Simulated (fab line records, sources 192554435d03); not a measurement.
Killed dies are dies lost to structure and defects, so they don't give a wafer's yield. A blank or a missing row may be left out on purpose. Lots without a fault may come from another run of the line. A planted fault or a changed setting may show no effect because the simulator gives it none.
fab line records | flow n5_finfet
record lots=15 wafers=45 last_day=18
route steps=1938 shown BEOL_M13@1692 BEOL_M14@1716
lots that met no fault: from a run of the same line without faults
start_h: hours from the record's first day to the start of the lot's first wafer shown | wait_h: hours since the lot's step before | " the same as in the row above | L1.1+2: a row that stands for several wafers | - no value, or no start given | * or withheld: withheld | < > ~ a bound
route shown NAME@n: a module of which the file shows steps, and the number in the route of the first | usual: mean/standard deviation of fault-free wafers | same: alike in all rows | chamber/n: place in a boat | sites: the reading at each site | _std_site: their standard deviation | _edge_site: outer sites' mean less inner sites' | radius_mm: how far each site lies from the wafer's centre | mask NAME#n: copy n | behind: the tool/chamber that last shaped the wafer | hold: why the lot was held/for how many hours/how that ended | device: the transistor (n, p or np) that didn't switch | end of line: the same wafers' tests at the end of the route | a step without rows: its recipe alone | killed: dies lost to structure and defects at the first sort, not the wafer's yield | map: a wafer's dies, x killed, . not, _ none there
set.NAME: the setting as run; set.NAME@STEP: as run at that earlier step | model.NAME: the simulator's own value behind a step, which no gauge read
steps of the route over a sample of lots; a table a step, a row a wafer
services: from which hour (start_h, from the record's first day; less than 0 if before it) a tool's chamber was out of use, for how many hours, and why
## steps
# step N5_BEOL_M13_DESCUM_33
# recipe chemistry=O2 time_s=7.9 source_power_w=50 bias_power_w=20 pressure_mtorr=20 rf_frequency_hz=2.712e+07 temp_c=40 o2_flow_sccm=225
# usual bias_power_w=20.01/0.069 chamber_pressure_mTorr=20.001/0.018 drypump_motor_current_A=5.38/0.27 oes_product_au=0.80/0.098 rf_vpp_V=243.3/1 showerhead_plenum_p_Torr=2.10/0.045 throttle_valve_pct=20.37/0.23
# columns lot.wafer tool chamber start_h wait_h bias_power_w chamber_pressure_mTorr drypump_motor_current_A oes_product_au rf_hours_counter_h rf_vpp_V showerhead_plenum_p_Torr throttle_valve_pct
L758.2 rie_diel-06 3 246.19 0.2 20.04 20.000 5.32 0.69 187 244.4 2.08 20.67
L758.4 " 0 " " 19.91 19.991 5.11 0.72 171 245.3 2.18 20.39
L758.5 " 1 " " 20.01 19.983 5.45 0.94 - 242.6 2.13 20.09
L759.1 rie_diel-05 1 252.81 0.1 20.02 19.995 5.47 0.89 46 243.4 2.05 20.07
L759.4 " 0 " " 19.92 19.994 5.04 0.97 10 245.0 2.12 20.26
L759.5 " 3 " " 20.03 19.975 5.32 0.72 - 242.8 2.08 20.47
L762.2 rie_diel-06 1 285.94 0.0 20.15 19.990 5.45 0.90 26 244.2 2.12 20.12
L762.3 " 3 " " 20.02 19.996 5.30 0.68 198 242.7 2.08 20.70
L762.6 " 1 " " 20.13 20.002 5.45 0.90 - 243.3 2.12 20.12
L764.1 rie_diel-05 0 293.17 0.7 20.02 19.987 5.02 0.94 23 243.2 2.11 20.27
L764.3 " 3 " " 20.05 20.028 5.33 0.71 195 240.9 2.07 20.51
L764.6 " 0 " " 19.92 20.032 5.02 0.94 - 244.9 2.11 20.27
L763.2 rie_diel-06 1 293.31 0.4 20.08 20.002 5.42 0.90 30 244.2 2.12 20.13
L763.3 " 2 " " 20.00 20.001 5.88 0.73 221 242.9 2.08 20.85
L763.5 " 3 " " 19.98 19.997 5.31 0.68 - 244.2 2.08 20.70
L766.1 rie_diel-05 1 303.24 0.0 20.11 19.973 5.48 0.87 63 242.6 2.04 20.10
L766.2 " 0 " " 19.98 19.975 5.00 0.93 27 243.7 2.11 20.28
L766.6 " 1 " " 20.07 20.012 5.46 0.87 - 241.8 2.04 20.10
L768.1 rie_diel-05 1 305.45 0.0 19.99 20.007 5.46 0.86 64 244.5 2.04 20.10
L768.3 " 0 " " 19.96 19.990 5.03 0.93 29 243.9 2.11 20.30
L768.6 " 3 " " 19.92 19.977 5.30 0.71 - 244.0 2.07 20.52
L767.1 rie_diel-03 3 312.31 0.0 20.08 20.040 5.14 0.91 22 244.6 2.12 20.25
L767.4 " 0 " " 20.03 19.975 5.93 0.69 234 242.1 2.06 20.22
L767.5 " 1 " " 20.03 20.023 5.30 0.77 - 244.7 2.20 20.45
L773.2 rie_diel-06 1 344.84 0.0 19.99 20.016 5.45 0.88 44 244.0 2.12 20.15
L773.3 " 2 " " 20.03 19.994 5.87 0.71 235 244.0 2.07 20.87
L773.4 " 3 " " 20.05 20.011 5.34 0.67 217 242.3 2.07 20.71
L775.1 rie_diel-03 2 350.66 0.0 19.94 20.038 5.26 0.89 26 242.0 2.06 20.27
L775.2 " 3 " " 20.02 19.989 5.17 0.89 33 243.1 2.11 20.25
L775.3 " 0 " " 19.97 20.009 5.94 0.68 246 241.7 2.06 20.25
L778.2 rie_diel-05 0 364.16 0.0 20.11 19.998 5.05 0.92 46 243.0 2.11 20.33
L778.3 " 2 " " 20.07 20.028 5.71 0.87 56 242.3 2.12 20.17
L778.6 " 3 " " 19.98 20.025 5.31 0.70 - 242.3 2.06 20.54
L776.1 rie_diel-03 2 373.34 0.1 19.85 19.991 5.25 0.87 34 242.0 2.05 20.28
L776.3 " 3 " " 20.09 20.005 5.15 0.88 41 244.2 2.11 20.26
L776.5 " 2 " " 19.88 20.012 5.26 0.87 - 242.8 2.05 20.28
L779.1 rie_diel-03 3 380.62 0.0 19.93 20.019 5.15 0.86 43 243.6 2.11 20.28
L779.3 " 1 " " 19.99 19.982 5.30 0.74 124 244.2 2.19 20.49
L779.4 " 2 " " 19.99 19.987 5.24 0.87 37 243.1 2.05 20.29
L777.1 rie_diel-05 3 380.65 0.0 19.96 19.993 5.29 0.69 225 243.2 2.06 20.56
L777.4 " 0 " " 20.03 19.985 5.01 0.91 - 242.9 2.10 20.33
L777.5 " 3 " " 19.95 20.022 5.30 0.70 - 242.8 2.06 20.57
L780.3 rie_diel-06 3 391.87 0.0 20.03 19.978 5.32 0.66 231 243.3 2.07 20.73
L780.5 " 0 " " 19.99 20.019 5.08 0.70 - 244.2 2.17 20.47
L780.6 " 3 " " 20.03 19.996 5.30 0.66 - 241.8 2.07 20.73
# step N5_BEOL_M13_TRENCH_ETCH_34
# recipe chemistry=C4F8/O2/Ar target=SiOC target_depth_a=4134.7 mask_material=SOC pressure_mtorr=30 source_w=3000 bias_w=700 Ar_flow_sccm=400 C4F8_flow_sccm=15 O2_flow_sccm=8 he_inner_torr=15 he_outer_torr=30 time_s=162.6 ion_energy_ev=250
# usual C4F8_flow_sccm=15.01/0.042 chamber_pressure_mTorr=30.00/0.035 drypump_motor_current_A=5.39/0.27 mfc_ar_sccm=400.3/1.2 oes_product_au=0.80/0.095 rf_vpp_V=665.9/2.1 showerhead_plenum_p_Torr=3.44/0.081 throttle_valve_pct=24.18/0.21
# columns lot.wafer tool chamber start_h wait_h C4F8_flow_sccm chamber_pressure_mTorr drypump_motor_current_A mfc_ar_sccm oes_product_au rf_hours_counter_h rf_vpp_V showerhead_plenum_p_Torr throttle_valve_pct
L758.2 rie_diel-06 3 246.59 0.0 14.96 29.99 5.35 402.0 0.70 187 664.8 3.40 24.38
L758.4 " 0 " " 15.04 29.98 5.09 401.0 0.72 171 669.2 3.54 24.12
L758.5 " 1 " " 15.04 30.02 5.44 403.1 0.90 - 666.3 3.50 24.09
L759.1 rie_diel-05 1 253.21 0.0 14.98 29.99 5.47 398.6 0.90 46 662.9 3.33 23.74
L759.4 " 0 " " 15.06 30.03 5.03 400.9 0.96 11 666.9 3.49 24.20
L759.5 " 3 " " 15.02 29.97 5.33 400.7 0.72 - 664.8 3.40 24.28
L762.2 rie_diel-06 1 286.35 0.0 14.99 30.04 5.47 399.6 0.90 27 667.4 3.50 24.08
L762.3 " 3 " " 15.01 30.01 5.32 400.2 0.68 198 664.3 3.39 24.38
L762.6 " 1 " " 14.94 30.00 5.45 399.9 0.89 - 667.1 3.50 24.08
L764.1 rie_diel-05 0 293.57 0.0 14.91 29.99 5.01 398.7 0.95 24 667.5 3.48 24.23
L764.3 " 3 " " 15.04 29.97 5.32 401.9 0.71 195 664.7 3.39 24.29
L764.6 " 0 " " 15.00 30.01 5.00 399.2 0.94 - 666.8 3.48 24.24
L763.2 rie_diel-06 1 293.72 0.0 15.05 30.01 5.45 399.4 0.88 30 667.3 3.50 24.08
L763.3 " 2 " " 15.00 30.05 5.89 399.0 0.72 221 664.4 3.37 24.51
L763.5 " 3 " " 15.00 29.99 5.34 400.4 0.68 - 663.9 3.39 24.41
L766.1 rie_diel-05 1 303.64 0.0 15.07 30.00 5.46 402.6 0.87 63 663.4 3.32 23.76
L766.2 " 0 " " 15.03 29.99 5.03 400.3 0.92 28 667.5 3.48 24.23
L766.6 " 1 " " 14.97 29.94 5.48 401.8 0.87 - 662.5 3.32 23.77
L768.1 rie_diel-05 1 305.86 0.0 15.05 30.02 5.47 400.8 0.87 64 663.0 3.32 23.76
L768.3 " 1 " " 15.01 30.00 5.46 399.8 0.86 - 664.6 3.32 23.77
L768.6 " 1 " " 15.01 29.98 5.46 399.9 0.86 - 663.3 3.32 23.76
L767.1 rie_diel-03 3 312.72 0.0 15.01 29.99 5.16 399.5 0.91 22 667.5 3.47 24.11
L767.4 " 0 " " 15.00 30.04 5.93 399.3 0.69 234 665.6 3.36 23.91
L767.5 " 1 " " 15.03 30.04 5.29 399.8 0.78 - 668.9 3.60 24.35
L773.2 rie_diel-06 1 345.24 0.0 15.00 29.95 5.45 399.8 0.86 44 666.1 3.49 24.11
L773.3 " 2 " " 15.02 29.96 5.93 401.7 0.71 235 663.6 3.36 24.53
L773.4 " 3 " " 15.03 30.00 5.33 398.6 0.68 217 666.0 3.38 24.45
L775.1 rie_diel-03 2 351.07 0.0 14.97 29.99 5.25 400.5 0.89 27 664.0 3.35 24.04
L775.2 " 3 " " 14.99 30.03 5.15 400.9 0.88 33 666.6 3.47 24.12
L775.3 " 0 " " 15.00 30.01 5.94 400.3 0.68 247 663.8 3.36 23.92
L778.2 rie_diel-05 0 364.56 0.0 15.04 30.01 4.99 401.4 0.91 46 666.9 3.47 24.25
L778.3 " 2 " " 15.01 30.00 5.69 399.7 0.86 56 668.6 3.49 24.12
L778.6 " 3 " " 15.04 30.03 5.33 402.0 0.69 - 665.3 3.38 24.34
L776.1 rie_diel-03 2 373.75 0.0 15.04 30.02 5.25 400.6 0.87 35 663.7 3.34 24.04
L776.3 " 3 " " 14.96 30.05 5.20 399.5 0.87 41 666.4 3.46 24.13
L776.5 " 2 " " 15.04 30.00 5.26 400.0 0.87 - 664.2 3.34 24.04
L779.1 rie_diel-03 3 381.02 0.0 15.05 29.99 5.15 399.7 0.87 44 666.8 3.46 24.15
L779.3 " 1 " " 15.06 30.05 5.30 400.7 0.75 124 669.8 3.59 24.36
L779.4 " 2 " " 15.00 30.02 5.27 398.5 0.87 38 664.5 3.34 24.03
L777.1 rie_diel-05 3 381.06 0.0 14.99 29.86 5.30 401.1 0.68 226 665.6 3.37 24.35
L777.4 " 0 " " 14.92 30.00 5.01 401.5 0.88 - 666.4 3.47 24.25
L777.5 " 3 " " 15.00 29.95 5.30 399.6 0.68 - 665.1 3.37 24.35
L780.3 rie_diel-06 3 392.27 0.0 15.07 29.94 5.33 399.7 0.67 232 664.4 3.38 24.46
L780.5 " 0 " " 15.03 29.99 5.10 400.5 0.70 - 669.1 3.52 24.18
L780.6 " 3 " " 15.01 29.99 5.33 399.0 0.67 - 664.1 3.37 24.45
# step N5_BEOL_M13_STRIP_37
# recipe chemistry=N2/H2 power_w=1000 temp_c=250 h2_frac=0.65 overash_fraction=0.3 pressure_mtorr=withheld n2_flow_sccm=1750 h2_flow_sccm=3250
# usual drypump_motor_current_A=5.5/0.56 h2_flow_sccm=3250/8.6 heater_power_w=346/35 oes_product_au=0.784/0.01
# columns lot.wafer tool chamber start_h wait_h drypump_motor_current_A h2_flow_sccm heater_power_w oes_product_au rf_hours_counter_h
L758.2 plasma_asher-01 0 246.80 0.0 6.3 3249 435 0.777 72
L758.4 " 0 " " 6.3 3240 416 0.784 -
L758.5 " 1 " " 6.0 3258 319 0.776 -
L759.1 plasma_asher-02 1 253.43 0.0 5.6 3254 342 0.797 123
L759.4 " 1 " " 5.6 3274 339 0.794 -
L759.5 " 0 " " 4.8 3253 330 0.802 -
L762.2 plasma_asher-02 0 286.56 0.0 4.8 3249 336 0.765 129
L762.3 " 0 " " 4.8 3247 318 0.794 -
L762.6 " 1 " " 5.6 3252 346 0.792 -
L764.1 plasma_asher-02 0 293.78 0.0 4.8 3249 325 0.781 130
L764.3 " 0 " " 4.8 3256 333 0.800 -
L764.6 " 1 " " 5.6 3248 334 0.765 -
L763.2 plasma_asher-02 0 293.93 0.0 4.8 3250 323 0.771 130
L763.3 " 1 " " 5.6 3241 336 0.777 -
L763.5 " 0 " " 4.8 3257 321 0.786 -
L766.1 plasma_asher-02 1 303.85 0.0 5.6 3240 334 0.805 132
L766.2 " 0 " " 4.8 3249 331 0.778 132
L766.6 " 0 " " 4.8 3241 329 0.786 -
L768.1 plasma_asher-01 1 306.14 0.0 6.0 3237 317 0.776 84
L768.3 " 0 " " 6.3 3261 420 0.803 -
L768.6 " 1 " " 6.0 3245 326 0.772 -
L767.1 plasma_asher-02 1 312.95 0.1 5.6 3247 348 0.777 134
L767.4 " 0 " " 4.8 3246 325 0.777 -
L767.5 " 0 " " 4.8 3240 325 0.794 -
L773.2 plasma_asher-01 0 345.46 0.0 6.2 3249 408 0.793 92
L773.3 " 0 " " 6.2 3259 425 0.796 -
L773.4 " 1 " " 6.0 3240 322 0.803 -
L775.1 plasma_asher-02 1 351.28 0.0 5.6 3255 335 0.784 142
L775.2 " 0 " " 4.8 3244 323 0.790 142
L775.3 " 0 " " 4.8 3251 325 0.784 -
L778.2 plasma_asher-01 0 364.77 0.0 6.2 3246 427 0.801 95
L778.3 " 1 " " 6.0 3250 326 0.789 -
L778.6 " 1 " " 6.0 3251 330 0.784 -
L776.1 plasma_asher-02 1 373.96 0.0 5.6 3245 334 0.773 147
L776.3 " 0 " " 4.8 3254 335 0.779 -
L776.5 " 1 " " 5.6 3244 342 0.764 -
L779.1 plasma_asher-02 0 381.23 0.0 4.8 3242 338 0.776 149
L779.3 " 0 " " 4.8 3238 326 0.786 -
L779.4 " 1 " " 5.6 3251 338 0.773 -
L777.1 plasma_asher-01 0 381.27 0.0 6.3 3245 423 0.780 99
L777.4 " 1 " " 6.0 3244 329 0.791 -
L777.5 " 0 " " 6.3 3253 432 0.791 -
L780.3 plasma_asher-01 0 392.50 0.1 6.3 3269 417 0.803 -
L780.5 " 1 " " 6.0 3226 322 0.787 -
L780.6 " 0 " " 6.2 3262 418 0.773 -
# step N5_BEOL_M14_ILD_DEP_00
# recipe material=SiO2 target_thk_a=11193 temp_c=400 precursor=TEOS/O2 pressure_torr=6.5 rf_w=900 teos_flow_sccm=161.4 gas=O2 flow_sccm=2650 time_s=237.4
# usual chamber_pressure_Torr=6.500/0.013 heater_power_outer_w=298/85 heater_power_w=536/94 showerhead_plenum_p_Torr=8.38/0.039 throttle_valve_pct=18.7/0.66
# columns lot.wafer tool chamber start_h wait_h chamber_pressure_Torr heater_power_outer_w heater_power_w showerhead_plenum_p_Torr throttle_valve_pct
L758.2 pecvd-02 0 251.05 0.0 6.506 278 511 8.39 19.8
L758.4 " 0 " " 6.466 306 547 8.40 19.8
L758.5 " 1 " " 6.489 335 609 8.43 18.8
L759.1 pecvd-01 1 257.27 0.0 6.505 488 716 8.39 18.1
L759.4 " 0 " " 6.499 168 386 8.33 19.2
L759.5 " 1 " " 6.515 517 751 8.39 18.2
L762.2 pecvd-02 0 291.72 0.0 6.508 256 474 8.37 19.9
L762.3 " 2 " " 6.486 229 468 8.40 17.7
L762.6 " 1 " " 6.476 232 475 8.42 18.7
L764.1 pecvd-03 0 297.83 0.0 6.510 265 498 8.39 19.0
L764.3 " 2 " " 6.506 193 426 8.33 17.8
L764.6 " 2 " " 6.488 242 498 8.33 18.0
L763.2 pecvd-02 1 298.64 0.0 6.495 346 632 8.43 18.9
L763.3 " 0 " " 6.500 212 434 8.38 19.9
L763.5 " 0 " " 6.468 271 490 8.40 19.9
L766.1 pecvd-01 1 307.68 0.0 - - - - -
L766.2 " 2 " " - - - - -
L766.6 " 0 " " - - - - -
L768.1 pecvd-02 0 311.44 0.0 - - - - -
L768.3 " 1 " " - - - - -
L768.6 " 0 " " - - - - -
L767.1 pecvd-02 0 316.31 0.0 - - - - -
L767.4 " 2 " " - - - - -
L767.5 " 1 " " - - - - -
L773.2 pecvd-01 2 349.80 0.0 6.491 246 435 8.30 18.6
L773.3 " 1 " " 6.502 421 602 8.39 18.4
L773.4 " 2 " " 6.492 299 511 8.28 18.1
L775.1 pecvd-01 1 354.72 0.0 6.510 528 745 8.39 18.2
L775.2 " 0 " " 6.499 167 394 8.35 19.1
L775.3 " 2 " " 6.513 280 505 8.31 18.6
L778.2 pecvd-03 2 370.80 0.0 6.486 210 437 8.32 18.0
L778.3 " 1 " " 6.494 380 658 8.37 18.1
L778.6 " 0 " " 6.484 268 505 8.38 19.0
L776.1 pecvd-01 2 378.35 0.0 6.496 313 533 8.28 18.6
L776.3 " 0 " " 6.516 264 501 8.36 18.9
L776.5 " 2 " " 6.501 233 407 8.28 18.7
L779.1 pecvd-01 1 383.84 0.0 6.486 500 719 8.38 18.3
L779.3 " 0 " " 6.495 221 455 8.33 19.3
L779.4 " 1 " " 6.498 388 592 8.38 18.4
L777.1 pecvd-02 0 384.35 0.0 6.495 282 514 8.39 20.0
L777.4 " 2 " " 6.492 292 551 8.44 18.1
L777.5 " 0 " " 6.499 200 403 8.38 19.8
L780.3 pecvd-02 2 399.47 0.0 6.528 312 569 8.40 18.2
L780.5 " 0 " " 6.520 196 407 8.39 19.8
L780.6 " 2 " " 6.495 205 444 8.40 18.1
# step N5_BEOL_M14_VIA_ETCH_16
# recipe chemistry=C4F8/O2/Ar target=SiO2 he_inner_torr=15 he_outer_torr=30 target_depth_a=12313 time_s=withheld ion_energy_ev=800 pressure_mtorr=20 source_w=1905 bias_w=2040 Ar_flow_sccm=400 C4F8_flow_sccm=16 O2_flow_sccm=12 ends=cleared
# usual C4F8_flow_sccm=16.00/0.05 chamber_pressure_mTorr=20.001/0.019 drypump_motor_current_A=5.8/0.52 mfc_ar_sccm=400.0/1.3 oes_f_703_au=0.77/0.071 oes_o_777_au=0.78/0.073 oes_product_au=0.70/0.066 rf_vpp_V=2215/35 showerhead_plenum_p_Torr=3.42/0.092 throttle_valve_pct=30.90/0.24
# columns lot.wafer tool chamber start_h wait_h C4F8_flow_sccm chamber_pressure_mTorr drypump_motor_current_A mfc_ar_sccm oes_f_703_au oes_o_777_au oes_product_au rf_vpp_V showerhead_plenum_p_Torr throttle_valve_pct
L758.2 rie_diel-02 0 251.90 0.0 16.02 20.011 5.6 400.4 0.88 0.90 0.82 2197 3.51 30.84
L758.4 " 2 " " 16.00 20.005 5.9 399.5 0.75 0.74 0.65 2243 3.54 30.85
L758.5 " 1 " " 15.98 20.008 6.6 398.8 0.70 0.69 0.64 2242 3.42 31.20
L759.1 rie_diel-04 1 257.94 0.0 16.02 20.012 6.0 399.7 0.70 0.71 0.62 2240 3.37 31.16
L759.4 " 2 " " 15.93 20.012 6.1 400.7 0.86 0.85 0.76 2173 3.32 30.43
L759.5 " 0 " " 15.97 19.992 6.8 401.0 0.70 0.68 0.64 2240 3.26 31.20
L762.2 rie_diel-02 3 292.72 0.0 16.01 19.999 5.1 400.7 0.71 0.69 0.64 2167 3.39 31.33
L762.3 " 1 " " 15.99 19.957 6.6 400.0 0.69 0.68 0.63 2240 3.41 31.24
L762.6 " 0 " " 15.96 19.984 5.6 399.6 0.86 0.87 0.79 2195 3.50 30.85
L764.1 rie_diel-01 3 298.62 0.0 16.14 20.024 6.3 397.2 0.75 0.75 0.70 2190 3.47 30.51
L764.3 " 0 " " 15.90 20.003 5.3 397.3 0.81 0.81 0.73 2168 3.49 30.97
L764.6 " 3 " " 16.09 20.018 6.2 396.5 0.75 0.75 0.70 2190 3.47 30.52
L763.2 rie_diel-01 2 299.43 0.0 15.94 20.030 5.1 400.7 0.75 0.77 0.68 2268 3.31 30.77
L763.3 " 3 " " 16.05 19.982 6.3 400.4 0.75 0.75 0.69 2190 3.47 30.53
L763.5 " 3 " " 16.08 20.003 6.2 402.1 0.75 0.75 0.71 2189 3.47 30.52
L766.1 rie_diel-01 1 308.51 0.0 15.93 19.983 5.5 398.9 0.75 0.80 0.29 2214 3.49 30.20
L766.2 " 0 " " 16.03 20.021 5.3 398.7 0.82 0.80 0.31 2169 3.48 30.29
L766.6 " 2 " " 15.96 20.010 5.2 401.9 0.74 0.76 0.28 2266 3.31 30.09
L768.1 rie_diel-01 0 312.11 0.0 16.06 19.983 5.3 401.7 0.82 0.80 0.31 2167 3.48 30.29
L768.3 " 3 " " 15.93 20.007 6.3 399.7 0.75 0.75 0.30 2191 3.46 29.84
L768.6 " 2 " " 16.00 19.984 5.2 396.7 0.75 0.77 0.28 2268 3.31 30.09
L767.1 rie_diel-04 2 316.98 0.0 15.91 20.001 6.2 401.1 0.83 0.83 0.30 2172 3.31 29.75
L767.4 " 1 " " 16.07 19.993 6.1 399.9 0.95 0.96 0.35 2240 3.37 30.29
L767.5 " 2 " " 15.90 19.990 6.1 399.7 0.83 0.83 0.30 2171 3.31 29.73
L773.2 rie_diel-04 0 350.47 0.0 15.96 19.998 6.8 400.7 0.95 0.93 0.87 2276 3.65 31.02
L773.3 " 1 " " 15.93 20.001 6.0 401.4 0.91 0.93 0.82 2240 3.36 30.99
L773.4 " 3 " " 15.96 19.989 5.3 398.7 0.71 0.70 0.65 2230 3.28 31.15
L775.1 rie_diel-01 2 355.39 0.0 16.03 19.991 5.1 398.6 0.73 0.75 0.66 2267 3.30 30.79
L775.2 " 1 " " 15.99 20.008 5.5 401.4 0.74 0.78 0.68 2213 3.48 30.90
L775.3 " 3 " " 16.13 19.967 6.3 401.6 0.73 0.73 0.68 2188 3.46 30.53
L778.2 rie_diel-02 1 371.60 0.0 16.02 20.020 6.6 398.3 0.66 0.67 0.60 2240 3.39 31.24
L778.3 " 3 " " 16.04 20.010 5.0 399.3 0.70 0.68 0.62 2168 3.38 31.35
L778.6 " 3 " " 16.02 20.020 5.0 399.3 0.70 0.67 0.61 2168 3.38 31.35
L776.1 rie_diel-02 2 379.06 0.1 16.03 20.011 5.8 401.1 0.72 0.71 0.63 2242 3.52 30.91
L776.3 " 0 " " 15.97 20.020 5.6 400.7 0.81 0.82 0.75 2196 3.49 30.89
L776.5 " 2 " " 15.97 20.001 5.9 401.2 0.72 0.71 0.63 2242 3.52 30.91
L779.1 rie_diel-01 2 384.51 0.0 16.03 20.017 5.1 399.3 0.73 0.75 0.66 2265 3.29 30.81
L779.3 " 0 " " 15.97 19.983 5.3 400.6 0.78 0.78 0.70 2166 3.47 31.00
L779.4 " 3 " " 15.97 19.937 6.2 399.7 0.72 0.72 0.67 2188 3.45 30.54
L777.1 rie_diel-04 1 385.14 0.0 16.07 19.999 6.0 399.8 0.89 0.91 0.81 2239 3.35 30.99
L777.4 " 2 " " 16.00 20.016 6.1 400.1 0.80 0.80 0.70 2171 3.29 30.46
L777.5 " 0 " " 16.00 20.025 6.8 399.1 0.91 0.89 0.83 2275 3.64 31.03
L780.3 rie_diel-02 1 400.27 0.0 16.07 19.997 6.6 400.3 0.66 0.65 0.60 2239 3.39 31.25
L780.5 " 1 " " 16.08 19.976 6.6 401.7 0.67 0.66 0.59 2238 3.39 31.24
L780.6 " 2 " " 15.92 19.987 5.9 400.2 0.70 0.70 0.63 2239 3.51 30.92
# step N5_BEOL_M14_CD_MEAS_17
# recipe target_cd_nm=250 polarity=opening
# usual cd_nm=249.7/2.3
# columns lot.wafer tool chamber start_h wait_h cd_nm
L758.2 cd_sem-01 - 252.25 0.0 249.4
L758.4 " - " " 253.1
L758.5 " - " " 245.2
L759.1 cd_sem-02 - 258.29 0.0 250.1
L759.4 " - " " 250.6
L759.5 " - " " 246.9
L762.2 cd_sem-02 - 293.07 0.0 246.8
L762.3 " - " " 249.6
L762.6 " - " " 246.2
L764.1 cd_sem-02 - 298.97 0.0 249.6
L764.3 " - " " 249.4
L764.6 " - " " 248.1
L763.2 cd_sem-03 - 299.78 0.0 252.7
L763.3 " - " " 248.2
L763.5 " - " " 247.5
L766.1 cd_sem-03 - 308.85 0.0 -
L766.2 " - " " -
L766.6 " - " " -
L768.1 cd_sem-02 - 312.46 0.0 -
L768.3 " - " " -
L768.6 " - " " -
L767.1 cd_sem-03 - 317.32 0.0 -
L767.4 " - " " -
L767.5 " - " " -
L773.2 cd_sem-03 - 350.82 0.0 249.3
L773.3 " - " " 247.6
L773.4 " - " " 251.4
L775.1 cd_sem-01 - 355.74 0.0 253.0
L775.2 " - " " 249.0
L775.3 " - " " 248.2
L778.2 cd_sem-03 - 371.95 0.0 248.8
L778.3 " - " " 247.9
L778.6 " - " " 248.5
L776.1 cd_sem-02 - 379.54 0.0 248.7
L776.3 " - " " 252.8
L776.5 " - " " 248.8
L779.1 cd_sem-01 - 384.86 0.0 247.4
L779.3 " - " " 251.2
L779.4 " - " " 244.5
L777.1 cd_sem-03 - 385.49 0.0 247.7
L777.4 " - " " 248.0
L777.5 " - " " 247.0
L780.3 cd_sem-02 - 400.63 0.0 255.0
L780.5 " - " " 252.3
L780.6 " - " " 250.0
## services
# columns tool chamber start_h hours kind
rie_diel-03 - 223.67 1.2 repair
rie_diel-06 3 226.39 4.2 repair
rie_diel-01 - 226.88 11.4 repair
rie_diel-06 2 227.03 16.7 repair
pecvd-01 2 232.52 6.1 repair
rie_diel-03 - 252.99 2.8 pm
rie_diel-03 3 257.10 10.3 repair
pecvd-01 - 261.97 1.2 repair
rie_diel-02 0 269.78 9.7 repair
rie_diel-01 - 271.78 1.1 repair
rie_diel-03 0 275.51 4.4 repair
rie_diel-03 - 281.98 0.1 repair
rie_diel-06 0 287.29 12.3 repair
rie_diel-05 2 295.07 17.0 repair
rie_diel-05 2 316.07 4.0 repair
rie_diel-03 3 317.28 3.7 repair
pecvd-03 1 341.80 5.4 repair
rie_diel-05 1 370.48 4.3 repair
rie_diel-05 1 375.69 6.9 repair
rie_diel-02 1 377.66 3.6 repair
rie_diel-04 3 391.70 8.2 repair
rie_diel-06 2 392.42 - clean
rie_diel-06 2 392.42 - consumable_replace:focus_ring
rie_diel-06 2 392.42 33.9 scheduled_down
## key
first_sign step=N5_BEOL_M14_ILD_DEP_00 reading=tool_record direction=missing
effect step=N5_BEOL_M14_VIA_ETCH_16 reading=oes_product_au direction=down sigmas=6 usual=0.70 struck=0.30
effect step=N5_BEOL_M14_CD_MEAS_17 reading=cd_nm direction=missing
met_at N5_BEOL_M14_ILD_DEP_00
struck_lots L766,L767,L768
later_rows_left_out L766.1,L766.2,L766.6,L767.1,L767.4,L767.5,L768.1,L768.3,L768.6
sort_left_out L766.1,L766.2,L766.6,L767.1,L767.4,L767.5,L768.1,L768.3,L768.6
not_acting_at N5_BEOL_M13_DESCUM_33,N5_BEOL_M13_TRENCH_ETCH_34,N5_BEOL_M13_STRIP_37
onset_between 298.64 307.68
fault kind=skipped_step_whole tool=pecvd-01,pecvd-02 chamber=- onset_h=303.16 steps=N5_BEOL_M14_ILD_DEP_00 scope=struck_lots_only
# sort_left_out: the simulated sort isn't trusted on such a fault, so these wafers' sort isn't shown, and their yield isn't known
# later_rows_left_out: the simulator's readings of these wafers behind a module that went badly wrong aren't trusted and aren't shown, but for the sort
